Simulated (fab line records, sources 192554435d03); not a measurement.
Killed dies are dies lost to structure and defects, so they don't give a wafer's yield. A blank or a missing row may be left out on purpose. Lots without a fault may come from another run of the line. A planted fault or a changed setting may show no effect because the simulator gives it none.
fab line records | flow n5_finfet
record lots=11 wafers=33 last_day=17
route steps=1938 shown FIN_CUT@182 STI_FIN_REVEAL@189 DUMMY_GATE@215 BEOL_M4@1111 PASSIVATION@1936
lots that met no fault: from a run of the same line without faults
start_h: hours from the record's first day to the start of the lot's first wafer shown | wait_h: hours since the lot's step before | " the same as in the row above | L1.1+2: a row that stands for several wafers | - no value, or no start given | * or withheld: withheld | < > ~ a bound
route shown NAME@n: a module of which the file shows steps, and the number in the route of the first | usual: mean/standard deviation of fault-free wafers | same: alike in all rows | chamber/n: place in a boat | sites: the reading at each site | _std_site: their standard deviation | _edge_site: outer sites' mean less inner sites' | radius_mm: how far each site lies from the wafer's centre | mask NAME#n: copy n | behind: the tool/chamber that last shaped the wafer | hold: why the lot was held/for how many hours/how that ended | device: the transistor (n, p or np) that didn't switch | end of line: the same wafers' tests at the end of the route | a step without rows: its recipe alone | killed: dies lost to structure and defects at the first sort, not the wafer's yield | map: a wafer's dies, x killed, . not, _ none there
set.NAME: the setting as run; set.NAME@STEP: as run at that earlier step | model.NAME: the simulator's own value behind a step, which no gauge read
steps of the route over a sample of lots; a table a step, a row a wafer
services: from which hour (start_h, from the record's first day; less than 0 if before it) a tool's chamber was out of use, for how many hours, and why
## steps
# step N5_FIN_CUT_INSPECT_17
# recipe inspect_instrument=brightfield mode=aei
# usual raw_defect_count=232/64
# columns lot.wafer tool chamber start_h wait_h raw_defect_count
L898.2 defect_inspect-02 - 29.49 0.0 234
L898.3 " - " " 214
L898.4 " - " " 266
L902.3 defect_inspect-02 - 54.09 0.0 258
L902.5 " - " " 234
L902.6 " - " " 211
L903.1 defect_inspect-02 - 59.96 0.0 273
L903.4 " - " " 219
L903.6 " - " " 325
L905.1 defect_inspect-01 - 71.05 0.0 226
L905.2 " - " " 256
L905.3 " - " " 164
L906.1 defect_inspect-02 - 76.66 0.0 218
L906.3 " - " " 264
L906.6 " - " " 234
L909.1 defect_inspect-01 - 94.53 0.0 211
L909.2 " - " " 208
L909.5 " - " " 173
L911.2 defect_inspect-01 - 107.44 0.0 311
L911.3 " - " " 182
L911.4 " - " " 286
L912.2 defect_inspect-02 - 112.53 0.0 203
L912.5 " - " " 324
L912.6 " - " " 270
L913.2 defect_inspect-01 - 119.84 0.0 152
L913.3 " - " " 154
L913.6 " - " " 238
L917.1 defect_inspect-01 - 143.07 0.0 367
L917.3 " - " " 202
L917.5 " - " " 203
L919.2 defect_inspect-02 - 155.17 0.0 252
L919.3 " - " " 167
L919.5 " - " " 411
# step N5_STI_FIN_REVEAL_DENSIFY_30
# recipe temp_c=* time_s=* ambient=N2 idle_temp_c=600 ramp_up_c_per_s=150 ramp_down_c_per_s=60 cool_to_c=600
# usual lamp_power_pct=11.54/0.052 wafer_temp_C_max=*
# columns lot.wafer tool chamber start_h wait_h lamp_power_pct wafer_temp_C_max
L898.2 rtp_anneal-02 0 34.96 0.1 11.57 *
L898.3 " 0 " " 11.54 *
L898.4 " 0 " " 11.60 *
L902.3 rtp_anneal-01 0 60.54 0.1 11.51 *
L902.5 " 0 " " 11.51 *
L902.6 " 0 " " 11.56 *
L903.1 rtp_anneal-01 0 65.41 0.0 11.51 *
L903.4 " 0 " " 11.56 *
L903.6 " 0 " " 11.52 *
L905.1 rtp_anneal-02 0 76.54 0.1 11.47 *
L905.2 " 0 " " 11.59 *
L905.3 " 0 " " 11.56 *
L906.1 rtp_anneal-01 0 82.11 0.0 11.52 *
L906.3 " 0 " " 11.52 *
L906.6 " 0 " " 11.57 *
L909.1 rtp_anneal-02 0 99.98 0.0 11.61 *
L909.2 " 0 " " 11.53 *
L909.5 " 0 " " 11.53 *
L911.2 rtp_anneal-02 0 113.03 0.2 11.51 *
L911.3 " 0 " " 11.53 *
L911.4 " 0 " " 11.56 *
L912.2 rtp_anneal-02 0 118.01 0.1 11.51 *
L912.5 " 0 " " 11.60 *
L912.6 " 0 " " 11.47 *
L913.2 rtp_anneal-02 0 125.33 0.1 11.56 *
L913.3 " 0 " " 11.50 *
L913.6 " 0 " " 11.46 *
L917.1 rtp_anneal-01 0 148.65 0.2 11.65 *
L917.3 " 0 " " 11.53 *
L917.5 " 0 " " 11.50 *
L919.2 rtp_anneal-01 0 160.71 0.1 11.73 *
L919.3 " 0 " " 11.56 *
L919.5 " 0 " " 11.53 *
# step N5_STI_FIN_REVEAL_RECESS_09
# recipe chemistry=HF/NH3 target=SiO2 afs_cycles=11 target_depth_a=425 temp_c=30 sublimation_temp_c=180 sublimation_time_s=60
# usual drypump_motor_current_A=5.39/0.14 foreline_p_Torr=0.1281/0.00058
# columns lot.wafer tool chamber start_h wait_h drypump_motor_current_A foreline_p_Torr
L898.2 vapor_etch-02 1 35.64 0.3 5.38 0.1284
L898.3 " 1 " " 5.38 0.1283
L898.4 " 0 " " 6.04 0.1281
L902.3 vapor_etch-02 1 62.13 1.1 5.40 0.1287
L902.5 " 1 63.19 2.1 5.37 0.1279
L902.6 " 1 " " 5.38 0.1285
L903.1 vapor_etch-02 1 65.94 0.0 5.39 0.1285
L903.4 " 1 67.53 1.6 5.38 0.1277
L903.6 " 1 68.59 2.7 5.37 0.1280
L905.1 vapor_etch-01 0 77.02 0.0 5.24 0.1282
L905.2 " 1 " " 5.53 0.1275
L905.3 " 1 " " 5.50 0.1277
L906.1 vapor_etch-01 0 82.57 0.0 5.24 0.1288
L906.3 " 0 " " 5.25 0.1289
L906.6 " 0 " " 5.25 0.1275
L909.1 vapor_etch-02 1 100.55 0.0 5.37 0.1276
L909.2 " 1 " " 5.38 0.1280
L909.5 " 1 102.67 2.1 5.40 0.1275
L911.2 vapor_etch-01 1 113.62 0.0 5.49 0.1284
L911.3 " 0 " " 5.24 0.1286
L911.4 " 1 " " 5.55 0.1273
L912.2 vapor_etch-02 1 118.98 0.6 5.37 0.1293
L912.5 " 1 120.57 2.1 5.38 0.1288
L912.6 " 1 " " 5.38 0.1278
L913.2 vapor_etch-01 0 125.76 0.0 5.25 0.1267
L913.3 " 0 " " 5.24 0.1274
L913.6 " 1 " " 5.49 0.1277
L917.1 vapor_etch-02 1 149.13 0.0 5.37 0.1285
L917.3 " 1 150.19 1.1 5.36 0.1290
L917.5 " 1 151.25 2.2 5.36 0.1289
L919.2 vapor_etch-01 0 161.22 0.0 5.24 0.1285
L919.3 " 1 " " 5.52 0.1272
L919.5 " 0 " " 5.24 0.1275
# step N5_DUMMY_GATE_CVD_03
# recipe material=a-Si target_thk_a=1500 temp_c=530 precursor=SiH4 time_s=8042
# usual zone_power_centre_pct=7.27/0.26
# columns lot.wafer tool chamber start_h wait_h zone_power_centre_pct
L898.2 lpcvd-01 1/95 38.64 0.1 7.05
L898.3 " 1/100 " " 7.05
L898.4 " 1/104 " " 7.05
L902.3 lpcvd-01 0/75 65.92 0.1 7.61
L902.5 " 0/84 " " 7.61
L902.6 " 0/89 " " 7.61
L903.1 lpcvd-01 1/15 70.69 0.1 7.11
L903.4 " 1/29 " " 7.11
L903.6 " 1/39 " " 7.11
L905.1 lpcvd-01 0/15 81.87 0.1 7.61
L905.2 " 0/20 " " 7.61
L905.3 " 0/25 " " 7.61
L906.1 lpcvd-01 1/90 86.12 0.1 7.11
L906.3 " 1/100 " " 7.11
L906.6 " 1/114 " " 7.11
L909.1 lpcvd-01 0/40 105.13 0.1 7.59
L909.2 " 0/45 " " 7.59
L909.5 " 0/59 " " 7.59
L911.2 lpcvd-01 1/70 116.72 0.1 7.04
L911.3 " 1/75 " " 7.04
L911.4 " 1/79 " " 7.04
L912.2 lpcvd-02 0/95 123.36 0.1 7.19
L912.5 " 0/109 " " 7.19
L912.6 " 0/114 " " 7.19
L913.2 lpcvd-02 1/95 128.79 0.1 6.84
L913.3 " 1/100 " " 6.84
L913.6 " 1/114 " " 6.84
L917.1 lpcvd-02 0/40 154.15 0.1 7.18
L917.3 " 0/50 " " 7.18
L917.5 " 0/59 " " 7.18
L919.2 lpcvd-02 0/20 164.35 0.1 7.19
L919.3 " 0/25 " " 7.19
L919.5 " 0/34 " " 7.19
# step N5_DUMMY_GATE_CMP_04
# recipe material=a-Si post_cmp_clean=alkaline_brush
# usual edge_zone_pressure_frac=1.000/0.0048 motor_current_A=10.3/1.2 time_to_endpoint_s=13.5/2.6
# columns lot.wafer tool chamber start_h wait_h edge_zone_pressure_frac motor_current_A time_to_endpoint_s
L898.3 cmp-03 3 42.40 0.1 1.002 10.4 8.7
L898.2 " 0 " " 1.001 11.2 11.2
L898.4 " 1 " " 1.011 9.5 10.0
L902.3 cmp-04 1 69.66 0.0 1.004 11.9 8.3
L902.5 " 1 " " 1.012 11.1 10.7
L902.6 " 2 " " 0.995 10.8 10.3
L903.1 cmp-01 3 74.42 0.0 0.997 11.3 16.2
L903.4 " 1 " " 0.998 11.6 11.8
L903.6 " 3 " " 0.997 10.8 17.4
L905.1 cmp-03 1 85.63 0.1 0.996 10.2 1.0
L905.2 " 2 " " 1.001 11.3 0.2
L905.3 " 3 " " 1.004 11.0 0.0
L906.3 cmp-03 3 89.92 0.1 1.006 11.1 0.0
L906.1 " 0 " " 1.004 10.4 0.9
L906.6 " 2 " " 1.000 11.3 2.2
L909.2 cmp-04 1 108.88 0.0 0.996 11.3 0.0
L909.1 " 0 " " 1.000 9.3 0.0
L909.5 " 2 " " 1.005 11.3 0.0
L911.4 cmp-04 3 120.49 0.1 1.002 7.3 0.4
L911.3 " 0 " " 1.003 8.8 1.5
L911.2 " 1 " " 0.999 11.0 0.0
L912.2 cmp-01 1 127.17 0.1 1.001 10.8 16.7
L912.6 " 3 " " 0.992 11.0 20.3
L912.5 " 0 " " 1.000 8.1 15.6
L913.3 cmp-01 1 132.60 0.1 1.003 12.1 16.3
L913.2 " 3 " " 0.997 11.2 18.8
L913.6 " 0 " " 1.000 8.6 15.6
L917.3 cmp-04 1 157.93 0.1 1.002 11.7 14.8
L917.1 " 2 " " 0.997 10.7 16.0
L917.5 " 1 " " 1.005 11.7 16.2
L919.3 cmp-03 1 168.13 0.1 1.007 9.8 15.3
L919.2 " 2 " " 1.002 11.4 15.2
L919.5 " 0 " " 0.997 11.3 14.1
# step N5_BEOL_M4_RC_MEAS_101
# usual DIBL_N=36.0/1.6 DIBL_P=36.1/2 IOFF_N=0.160/0.029 IOFF_P=0.21/0.039 ION_N=675/13 ION_P=464/8.8 SS_N=71.5/0.58 SS_P=73.3/0.65 VT_N=250/3.3 VT_P=-249/3.6
# columns lot.wafer tool chamber start_h wait_h DIBL_N[mV/V] DIBL_P[mV/V] IOFF_N[nA/um] IOFF_P[nA/um] ION_N[uA/um] ION_P[uA/um] SS_N[mV/dec] SS_P[mV/dec] VT_N[mV] VT_P[mV]
L898.2 prober-02 0 164.07 0.2 37.4 36.9 0.164 0.21 676 456 72.0 73.4 247 -252
L898.3 " 0 " " 35.6 34.9 0.128 0.19 659 454 71.5 73.0 251 -253
L898.4 " 0 " " 36.4 33.6 0.141 0.17 662 449 71.6 72.7 254 -255
L902.3 prober-02 0 191.35 0.3 33.7 35.3 0.146 0.19 678 463 71.2 73.1 250 -252
L902.5 " 0 " " 32.2 33.5 0.118 0.17 675 466 70.8 72.7 253 -250
L902.6 " 0 " " 35.7 37.8 0.175 0.23 678 463 70.7 73.7 247 -249
L903.1 prober-02 0 204.65 0.0 38.0 36.8 0.166 0.23 681 471 71.6 73.6 250 -248
L903.4 " 0 " " 36.7 35.3 0.154 0.22 677 465 70.8 73.0 250 -249
L903.6 " 0 " " 37.5 37.1 0.152 0.23 670 465 72.2 73.3 252 -247
L912.2 prober-02 0 244.19 0.2 34.7 34.2 0.134 0.21 668 469 71.9 72.6 251 -248
L912.5 " 0 " " 35.0 33.5 0.135 0.19 665 457 71.2 72.5 252 -252
L912.6 " 0 " " 34.6 34.1 0.135 0.20 664 463 70.7 72.9 251 -251
L913.2 prober-01 0 265.02 0.2 37.8 37.4 0.193 0.20 694 463 71.6 74.1 245 -251
L913.3 " 0 " " 36.3 35.7 0.152 0.18 681 461 71.6 74.1 251 -252
L913.6 " 0 " " 36.0 34.8 0.136 0.16 657 444 71.0 72.7 253 -254
L919.2 prober-02 0 294.61 0.2 31.8 33.0 0.115 0.18 667 461 70.8 72.4 256 -250
L919.3 " 0 " " 32.8 34.9 0.123 0.21 663 468 71.1 73.2 254 -246
L919.5 " 0 " " 35.6 37.3 0.171 0.24 681 471 71.3 73.8 249 -247
L917.1 prober-01 0 297.94 0.0 34.8 34.0 0.146 0.17 687 463 70.9 72.3 247 -252
L917.3 " 0 " " 36.2 35.5 0.154 0.20 681 469 71.5 73.7 248 -250
L917.5 " 0 " " 36.8 35.9 0.174 0.21 699 468 71.2 73.0 247 -250
# step N5_PASSIVATION_PROBE_49
# usual defect_limited_yield=91.0/1.3 killed_at_M0_to_M3=36/9.5 killed_at_M4_up=14/5.6 killed_at_contacts=12/6.4 killed_at_front_end=40/10 killed_at_other=3.2/3 killed_dies=107/15 killed_on_rim=15/4.5 killed_open=69/12 killed_short=35/7.7 sort_bin_5_function=5.3/0.91 sort_bin_6_memory=3.3/0.65 sort_bin_8_speed=0.00/0.012 sort_n_pass=1073/15 sort_yield_pct=91.0/1.3
# same gross_dies=1180 killed_at_back_side=0 sort_bin_4_leakage[%]=0
# columns lot.wafer tool chamber start_h wait_h defect_limited_yield[%] killed_at_M0_to_M3 killed_at_M4_up killed_at_contacts killed_at_front_end killed_at_other killed_dies killed_on_rim killed_open killed_short sort_bin_5_function[%] sort_bin_6_memory[%] sort_bin_8_speed[%] sort_n_pass sort_yield_pct[%]
L898.2 prober-02 - 270.16 0.1 92.6 34 13 6 32 2 87 14 57 29 5.0 2.1 0 1093 92.6
L898.3 prober-02 - 270.21 0.1 91.4 35 25 14 26 2 102 17 63 38 4.2 4.0 0 1078 91.4
L898.4 prober-02 - 270.26 0.2 92.8 38 7 12 27 1 85 13 61 24 3.6 3.3 0 1095 92.8
L905.1 prober-01 - 309.29 0.0 0 33 10 3 1127 7 1180 152 55 28 96.9 2.7 0 0 0
L905.2 prober-01 - 309.34 0.1 0 35 12 11 1120 2 1180 152 69 30 96.6 3.0 0 0 0
L905.3 prober-01 - 309.39 0.1 0 19 13 12 1135 1 1180 152 61 24 96.6 3.2 0 0 0
L906.1 prober-02 - 335.75 0.0 0 28 15 2 1132 3 1180 152 64 23 96.7 2.8 0 0 0
L906.3 prober-02 - 335.85 0.1 0 41 27 3 1108 1 1180 152 92 37 94.9 4.4 0 0 0
L906.6 prober-02 - 336.00 0.3 0 43 8 3 1126 0 1180 152 67 33 96.7 3.1 0 0 0
L911.2 prober-02 - 354.66 0.1 0 58 13 23 1083 3 1180 152 92 39 95.1 4.7 0 0 0
L911.3 prober-02 - 354.71 0.1 0 33 12 13 1121 1 1180 152 62 33 97.0 2.5 0 0 0
L911.4 prober-02 - 354.76 0.2 0 36 16 22 1102 4 1180 152 82 37 95.4 4.4 0 0 0
# killed by level:class
L898.2 BEOL_M1:geometric_particle:open=8 FIN_SAQP:geometric_particle:open=7 STI_FIN_REVEAL:geometric_particle:open=7 BEOL_M0_SAQP:geometric_particle:short=6 BEOL_M2:geometric_particle:open=6 BEOL_M4:geometric_particle:open=6 FIN_SAQP:geometric_particle:short=5 MOL_CONTACT_COAG:geometric_particle:open=5
L898.3 BEOL_M4:geometric_particle:open=13 BEOL_M2:geometric_particle:open=13 MOL_CONTACT_COAG:geometric_particle:open=10 GATE_CUT:geometric_particle:short=7 BEOL_M2:geometric_particle:short=7 BEOL_M0_SAQP:geometric_particle:short=5 MOL_CONTACT_COAG:geometric_particle:short=4 STARTING-WAFER:geometric_particle:short=4
L898.4 BEOL_M1:geometric_particle:open=15 MOL_CONTACT_COAG:geometric_particle:open=10 STI_FIN_REVEAL:geometric_particle:open=8 BEOL_M0_SAQP:geometric_particle:open=8 FIN_SAQP:geometric_particle:short=5 BEOL_M0_SAQP:geometric_particle:short=5 BEOL_M0:geometric_particle:open=4 BEOL_M4:geometric_particle:open=4
L905.1 DUMMY_GATE:area_cvd=1097 BEOL_M3:geometric_particle:open=12 BEOL_M0_SAQP:geometric_particle:short=10 FIN_SAQP:geometric_particle:short=6 BEOL_M4:geometric_particle:open=6 BEOL_M0_SAQP:geometric_particle:open=5 FIN_SAQP:geometric_particle:open=4 STI_FIN_REVEAL:geometric_particle:open=4
L905.2 DUMMY_GATE:area_cvd=1081 BEOL_M0_SAQP:geometric_particle:open=12 MOL_CONTACT_COAG:geometric_particle:open=10 BEOL_M3:geometric_particle:open=10 FIN_SAQP:geometric_particle:open=8 FIN_SAQP:geometric_particle:short=7 BEOL_M4:geometric_particle:open=7 BEOL_M0_SAQP:geometric_particle:short=6
L905.3 DUMMY_GATE:area_cvd=1095 FIN_SAQP:geometric_particle:open=12 MOL_CONTACT_COAG:geometric_particle:open=10 FIN_SAQP:geometric_particle:short=7 BEOL_M4:geometric_particle:open=7 DUMMY_GATE:geometric_particle:open=5 SPACER0:geometric_particle:short=5 BEOL_M0_SAQP:geometric_particle:open=5
L906.1 DUMMY_GATE:area_cvd=1093 BEOL_M0_SAQP:geometric_particle:open=10 FIN_SAQP:geometric_particle:open=9 FIN_SAQP:geometric_particle:short=8 STI_FIN_REVEAL:geometric_particle:open=8 BEOL_M3:geometric_particle:open=8 GATE_CUT:geometric_particle:open=7 BEOL_M4:geometric_particle:open=7
L906.3 DUMMY_GATE:area_cvd=1049 BEOL_M4:geometric_particle:open=16 BEOL_M1:geometric_particle:open=15 STI_FIN_REVEAL:geometric_particle:open=14 FIN_SAQP:geometric_particle:short=12 BEOL_M3:geometric_particle:open=10 FIN_SAQP:geometric_particle:open=8 STARTING-WAFER:geometric_particle:open=7
L906.6 DUMMY_GATE:area_cvd=1080 BEOL_M3:geometric_particle:open=13 BEOL_M0_SAQP:geometric_particle:short=10 BEOL_M1:geometric_particle:open=10 FIN_SAQP:geometric_particle:open=8 GATE_CUT:geometric_particle:short=7 GATE_CUT:geometric_particle:open=7 BEOL_M0_SAQP:geometric_particle:open=6
L911.2 DUMMY_GATE:area_cvd=1048 MOL_CONTACT_COAG:geometric_particle:open=20 BEOL_M0_SAQP:geometric_particle:open=17 BEOL_M0_SAQP:geometric_particle:short=13 BEOL_M3:geometric_particle:open=12 STI_FIN_REVEAL:geometric_particle:open=10 STI_FIN_REVEAL:geometric_particle:short=7 BEOL_M4:geometric_particle:open=7
L911.3 DUMMY_GATE:area_cvd=1085 STI_FIN_REVEAL:geometric_particle:open=13 MOL_CONTACT_COAG:geometric_particle:open=11 BEOL_M0_SAQP:geometric_particle:short=10 GATE_CUT:geometric_particle:short=6 BEOL_M4:geometric_particle:open=6 BEOL_M0_SAQP:geometric_particle:open=5 BEOL_M1:geometric_particle:open=5
L911.4 DUMMY_GATE:area_cvd=1054 MOL_CONTACT_COAG:geometric_particle:open=15 STI_FIN_REVEAL:geometric_particle:open=13 BEOL_M3:geometric_particle:open=13 MOL_CONTACT_COAG:geometric_particle:short=7 BEOL_M4:geometric_particle:open=7 STARTING-WAFER:geometric_particle:open=6 DUMMY_GATE:geometric_particle:open=5
## services
# columns tool chamber start_h hours kind
cmp-04 - 25.74 3.8 pm
cmp-03 - 28.16 4.0 pm
cmp-03 - 32.16 - consumable_replace:conditioner
cmp-03 - 32.16 - consumable_replace:pad
vapor_etch-02 0 44.10 182.4 repair
cmp-04 - 46.05 7.2 pm
rtp_anneal-02 - 58.46 1.4 pm
cmp-03 - 71.24 4.3 repair
vapor_etch-02 - 84.35 0.6 repair
cmp-03 - 96.44 0.5 repair
vapor_etch-01 - 108.14 0.2 repair
cmp-04 - 159.73 1.9 repair
cmp-01 - 164.50 4.3 pm
## key
first_sign step=N5_DUMMY_GATE_CMP_04 reading=time_to_endpoint_s direction=down sigmas=5 usual=* struck=*
effect step=N5_PASSIVATION_PROBE_49 reading=killed_at_front_end direction=up sigmas=99+ usual=40 struck=1117
more_kills_born_at N5_DUMMY_GATE_CVD_03@lpcvd-01=9682
met_at N5_DUMMY_GATE_CVD_03
struck_lots L905,L906,L909,L911
rows_end L909.1,L909.2,L909.5
later_rows_left_out L905.1,L905.2,L905.3,L906.1,L906.3,L906.6,L911.2,L911.3,L911.4
not_acting_at N5_FIN_CUT_INSPECT_17,N5_STI_FIN_REVEAL_DENSIFY_30,N5_STI_FIN_REVEAL_RECESS_09
fault kind=process_parameter_drift tool=lpcvd-01 chamber=- onset_h=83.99 steps=N5_DUMMY_GATE_CVD_03 channel=time_s offset=* shape=step acts_in=* stated=*
# later_rows_left_out: the simulator's readings of these wafers behind a module that went badly wrong aren't trusted and aren't shown, but for the sort
# rows_end: these wafers met a further fault down the route, and their rows from its step on are left out
